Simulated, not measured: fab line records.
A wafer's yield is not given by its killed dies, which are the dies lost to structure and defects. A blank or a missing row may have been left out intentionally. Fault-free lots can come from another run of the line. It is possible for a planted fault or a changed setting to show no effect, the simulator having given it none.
Chamber matching | flow n5Finfet | pecvd-01 running N5_BEOL_M9_ILD_DEP_00: 3 sister chambers
The step deposits SiCOH lowk from DEMS/porogen, target thk 308.51 nm, time 58 s. 6 wafers are shown with their chamber, then 7 later ones without.

WAFERS WITH THEIR CHAMBER
wafer  | chamber | throttleValvePct (%) | showerheadPlenumPTorr (Torr)
L076.5 | 1       | 13.0                 | 5.727
L078.6 | 0       | 13.7                 | 5.756
L079.2 | 0       | 13.2                 | 5.758
L079.4 | 2       | 12.7                 | 5.745
L085.2 | 1       | 12.9                 | 5.721
L085.4 | 2       | 12.5                 | 5.754

WAFERS WITHOUT THEIR CHAMBER
wafer  | throttleValvePct (%) | showerheadPlenumPTorr (Torr)
L085.6 | 13.4                 | 5.746
L091.1 | 12.7                 | 5.742
L091.2 | 12.5                 | 5.752
L091.4 | 13.6                 | 5.761
L094.3 | 12.8                 | 5.758
L094.4 | 13.8                 | 5.754
L094.5 | 12.9                 | 5.738

EACH ONE'S CHAMBER
wafer  | from the rows above     | in truth
L085.6 | can't be placed: 0 or 2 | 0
L091.1 | 2                       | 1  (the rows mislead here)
L091.2 | 2                       | 2
L091.4 | 0                       | 0
L094.3 | can't be placed: 2 or 0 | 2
L094.4 | 0                       | 0
L094.5 | can't be placed: 2 or 1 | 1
3 of 7 placed correctly. Not placeable from these rows: 3 (in 3, the candidates include the true chamber). Wrongly placed: 1.
How it was worked out, from the rows above alone: a wafer's distance from a chamber is the root of the sum, over the readings, of the square of ((its reading less the chamber's mean) divided by the reading's scatter). The wafer belongs to the nearest chamber; if the next one is less than 2 further off, it can't be placed. A chamber's mean is the mean of its shown wafers. The scatter is the square root of a quotient: the sum, over the shown wafers, of each reading's squared deviation from its chamber's mean, divided by wafers minus chambers.
